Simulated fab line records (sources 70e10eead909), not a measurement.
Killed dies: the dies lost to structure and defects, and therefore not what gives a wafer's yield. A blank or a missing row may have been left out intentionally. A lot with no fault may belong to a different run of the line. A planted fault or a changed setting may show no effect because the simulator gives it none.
Which of the tools did it? + flow nand harc + 36 wafers from 12 lots sampled at 2 of the route's 1302 steps

WHAT EACH GAUGE READ, for each wafer
NHARC_P_ZERO_WELL_CD_MEAS_24: target cd 720 nm.
| lot  | measured     | on        | cd nm (nm)        |
|------|--------------|-----------|-------------------|
| L075 | day 2 08:42  | cd sem-01 | 718.0 719.4 716.9 |
| L077 | day 3 04:35  | cd sem-01 | 720.0 723.7 721.0 |
| L079 | day 4 00:28  | cd sem-02 | 718.6 719.5 722.7 |
| L081 | day 4 20:28  | cd sem-01 | 721.6 720.9 720.5 |
| L083 | day 5 16:35  | cd sem-02 | 718.7 718.8 720.6 |
| L085 | day 6 12:31  | cd sem-02 | 721.5 721.8 720.4 |
| L087 | day 7 08:39  | cd sem-03 | 718.1 720.3 720.8 |
| L089 | day 8 04:41  | cd sem-01 | 720.1 720.1 720.8 |
| L091 | day 9 00:37  | cd sem-03 | 717.2 716.9 716.8 |
| L093 | day 9 20:45  | cd sem-03 | 719.2 719.9 719.4 |
| L095 | day 10 16:36 | cd sem-02 | 723.2 721.7 723.7 |
| L097 | day 11 12:28 | cd sem-01 | 718.9 719.0 719.7 |

WHICH TOOL RAN EACH LOT (tool, then ch and the chambers of the sampled wafers, then the start)
| lot  | NHARC_P_ZERO_WELL_DESCUM_13        |
|------|------------------------------------|
| L075 | rie diel-12 ch 1,2, day 2 07:28    |
| L077 | rie diel-04 ch 0,2,3, day 3 03:25  |
| L079 | rie diel-04 ch 0,1,3, day 3 23:24  |
| L081 | rie diel-04 ch 2,3, day 4 19:24    |
| L083 | rie diel-04 ch 0,1,2, day 5 15:23  |
| L085 | rie diel-04 ch 1,3, day 6 11:17    |
| L087 | rie diel-12 ch 0,1,2, day 7 07:29  |
| L089 | rie diel-12 ch 0,2,3, day 8 03:28  |
| L091 | rie diel-12 ch 1,2,3, day 8 23:26  |
| L093 | rie diel-04 ch 0,2,3, day 9 19:25  |
| L095 | rie diel-01 ch 0,1,3, day 10 15:24 |
| L097 | rie diel-01 ch 0,2,3, day 11 11:25 |
- NHARC_P_ZERO_WELL_DESCUM_13: chemistry O2, time 3 s.

THE ANSWER, worked out from the rows above alone
Rule: the usual values come from the lots themselves. Put in order of their means at a reading, lots are off if they are a third of the lots or fewer, leave a main group of 4 or more, and stand apart from it by a gap of 3 or more times the standard deviation of the main group's means; of several such gaps the widest counts. Not used: any main group whose means are identical at the precision the tables above print for the reading. A lot without any number at a reading at which 4 lots or more have one is off too. The other lots that the step has rows for count as sound.
None of the lots is off at any reading shown; this tells nothing.

WHAT HAD BEEN PUT IN BY THE SIMULATOR
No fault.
